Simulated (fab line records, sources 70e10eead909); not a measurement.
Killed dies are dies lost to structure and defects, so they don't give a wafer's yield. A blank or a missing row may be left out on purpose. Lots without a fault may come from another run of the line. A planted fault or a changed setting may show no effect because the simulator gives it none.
Chamber matching | flow nand_harc | NHARC_P_M2_ETCH_28 on rie_diel-05: 4 sister chambers
The step etches the open film in CF4/N2, target depth 30 nm, time 72.99 s. 16 wafers are shown with their chamber, then 8 later ones without.

WAFERS WITH THEIR CHAMBER
wafer  | chamber | showerhead_plenum_p_Torr (Torr) | rf_vpp_V (V) | oes_product_au (a.u.)
L365.2 | 0       | 2.56                            | 313.4        | 1.000
L365.3 | 1       | 2.54                            | 312.1        | 0.988
L365.5 | 1       | 2.53                            | 312.1        | 0.990
L367.2 | 3       | 2.77                            | 315.8        | 1.002
L367.5 | 1       | 2.53                            | 313.5        | 0.998
L367.6 | 0       | 2.56                            | 313.1        | 1.001
L377.2 | 2       | 2.72                            | 315.5        | 1.007
L377.4 | 0       | 2.56                            | 312.0        | 0.983
L377.5 | 1       | 2.53                            | 312.1        | 0.999
L378.3 | 0       | 2.56                            | 312.6        | 0.994
L378.4 | 0       | 2.56                            | 313.2        | 0.989
L378.6 | 2       | 2.72                            | 314.5        | 1.016
L381.1 | 0       | 2.56                            | 312.5        | 1.002
L381.3 | 3       | 2.77                            | 316.5        | 1.010
L381.4 | 1       | 2.53                            | 312.2        | 1.020
L385.1 | 3       | 2.77                            | 317.1        | 0.998

SIGNATURES (means of the wafers above)
reading                  | chamber 0 | chamber 1 | chamber 2 | chamber 3 | scatter within a chamber
showerhead_plenum_p_Torr | 2.5600    | 2.5320    | 2.7200    | 2.7700    | 0.00258
rf_vpp_V                 | 312.800   | 312.400   | 315.000   | 316.467   | 0.595
oes_product_au           | 0.99483   | 0.99900   | 1.01150   | 1.00333   | 0.00935
Rule: a wafer's distance from a chamber is the root of the sum, over the readings, of the square of ((its reading less the chamber's mean) divided by the reading's scatter). The wafer belongs to the nearest chamber; if the next one is less than 2 further off, it can't be placed. The scatter: the root of (the sum of the squares of (reading less its chamber's mean) over the shown wafers, divided by (wafers less chambers)).

WAFERS WITHOUT THEIR CHAMBER
wafer  | showerhead_plenum_p_Torr (Torr) | rf_vpp_V (V) | oes_product_au (a.u.)
L385.3 | 2.56                            | 314.6        | 0.995
L385.5 | 2.72                            | 314.9        | 1.012
L383.3 | 2.53                            | 313.8        | 1.002
L383.4 | 2.72                            | 316.1        | 1.013
L383.5 | 2.77                            | 316.3        | 1.012
L386.1 | 2.53                            | 312.4        | 0.999
L386.2 | 2.72                            | 314.2        | 1.012
L386.5 | 2.77                            | 316.1        | 1.009

WHICH CHAMBER EACH WENT THROUGH
wafer  | from the rows above | in truth
L385.3 | 0                   | 0
L385.5 | 2                   | 2
L383.3 | 1                   | 1
L383.4 | 2                   | 2
L383.5 | 3                   | 3
L386.1 | 1                   | 1
L386.2 | 2                   | 2
L386.5 | 3                   | 3
Placed correctly: 8 of 8. Can't be placed from these rows: 0. Placed wrongly: 0.
